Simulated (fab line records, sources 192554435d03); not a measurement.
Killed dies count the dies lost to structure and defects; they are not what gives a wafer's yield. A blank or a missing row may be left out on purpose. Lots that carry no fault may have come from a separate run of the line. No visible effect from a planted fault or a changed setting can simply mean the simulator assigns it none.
8D (eight disciplines) problem report, filled in by code | flow n5_finfet | the parts of the form that need people (team, actions taken, sign-off) are left out

1. PROBLEM STATEMENT
M15_ILD_THK at N5_BEOL_M15_THK_MEAS_01 reads a mean of 2394 nm on 2 wafers of 1 lot; wafers without a fault read 1633 nm with a standard deviation of 19. Relative to the usual mean, that is a shift of +40 standard deviations.
The first sign was on wafer L637.2 at day 19 04:25, on film_metro-02. The record holds 30 wafers of 10 lots with a number at this step. By rule, "out" or "out of limits" means more than 4 standard deviations away from the usual mean. The rest of the wafers with a number are treated as sound.

2. WHAT IT IS, WHAT IT ISN'T
question                    | is                | is not
which readings at this step | M15_ILD_THK       | -
which lots                  | L637              | L616, L618, L620, L622, L623, L624, L626, L628, L638
which wafers of those lots  | L637.2, L637.3    | L637.1
read on which gauges        | film_metro-02     | film_metro-01
when                        | from day 19 04:25 | up to then (25 sound wafers); but 3 sound wafers of L638 came after

3. WHAT RULES OUT EACH SUSPECT
Counting: a tool at a process step up to the reading stays a suspect if it ran every lot that is out. Sound lots after the first of them don't rule it out here, since some wafers of a struck lot are sound.
- the gauge at N5_BEOL_M15_THK_MEAS_01: ruled out. All the wafers that are out were read on film_metro-02, but those of them that N5_BEOL_M15_ILD_DEP_00 has rows for are out there too, on other tools.
- rie_diel-04 at N5_BEOL_M14_TRENCH_ETCH_34 (etches SiO2 in C4F8/O2/Ar, target depth 556.65 nm, time 126.9 s): kept. L637, the lot that is out, went through it at day 19 00:01; up to then, the latest sound lot through it was L628 at day 16 12:50.
- pvd_sputter-03 at N5_BEOL_M14_SPUTTER_44 (material Ta, target thk 15 nm, time 24.19 s): kept. L637, the lot that is out, went through it at day 19 01:58; up to then, the latest sound lot through it was L626 at day 16 04:05.
- pecvd-02 at N5_BEOL_M15_ILD_DEP_00 (deposits SiO2 from TEOS/O2, target thk 1629.3 nm, time 346.1 s): kept. L637, the lot that is out, went through it at day 19 04:03; up to then, the latest sound lot through it was L628 at day 16 15:04. On those wafers its own readings are out: run_length_s.
- Within rie_diel-04 at N5_BEOL_M14_TRENCH_ETCH_34: the wafers that are out ran in chambers 2, 3; their sound lot-mates ran in chamber 1.
- Within pecvd-02 at N5_BEOL_M15_ILD_DEP_00, the wafers that are out were processed in chamber 1 and their sound lot-mates in chamber 2.
Still standing after the count: rie_diel-04 at N5_BEOL_M14_TRENCH_ETCH_34, pvd_sputter-03 at N5_BEOL_M14_SPUTTER_44, pecvd-02 at N5_BEOL_M15_ILD_DEP_00.

4. THE CAUSE (what the simulator had put in)
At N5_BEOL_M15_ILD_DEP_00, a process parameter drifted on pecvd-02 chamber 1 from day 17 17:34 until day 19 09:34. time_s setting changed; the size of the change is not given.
Counting leaves 3 suspects; this tool is one of them.

5. SEQUENCE OF EFFECTS, ordered by route
One row per reading whose mean, taken over the struck wafers that have a number, lies over 3 standard deviations from the usual. Readings are gone through only where the record gives a usual standard deviation; hours: the median, over the lots, of the time from a lot's start at the first step in this table giving one to that lot's start at this step; sigmas: the change measured in usual standard deviations.
hours | step                    | reading      | usual    | on struck wafers | change | sigmas
0     | N5_BEOL_M15_ILD_DEP_00  | run_length_s | 388.9 s  | 548.9            | +160.0 | +99 or more
0     | N5_BEOL_M15_THK_MEAS_01 | M15_ILD_THK  | 1633 nm  | 2394             | +762   | +40
2     | N5_BEOL_M15_CD_MEAS_17  | cd_nm        | 361.4 nm | 368.8            | +7.4   | +4.6
Its process steps:
- N5_BEOL_M15_ILD_DEP_00: deposits SiO2 from TEOS/O2, target thk 1629.3 nm, time 346.1 s.
Later measuring or inspecting steps at which every struck wafer that the step has a row for has a number for every such reading, and none has moved that far: N5_BEOL_M15_OVL_MEAS_11.

6. WHAT WOULD HAVE CAUGHT IT SOONER
The first out-of-limits reading at a measuring or inspecting step in this record came at day 19 04:25, 35 hours after the fault's start at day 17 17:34.
At N5_BEOL_M15_ILD_DEP_00, the tool's own readings (run_length_s) were out on each struck wafer the step has a row for, so an alarm limit on them would have fired on the first such wafer.
By day 19 04:25 the whole set of lots that are out, 1 in number, had already begun N5_BEOL_M15_ILD_DEP_00 on pecvd-02. A hold on the tool at that time would have spared none of them.
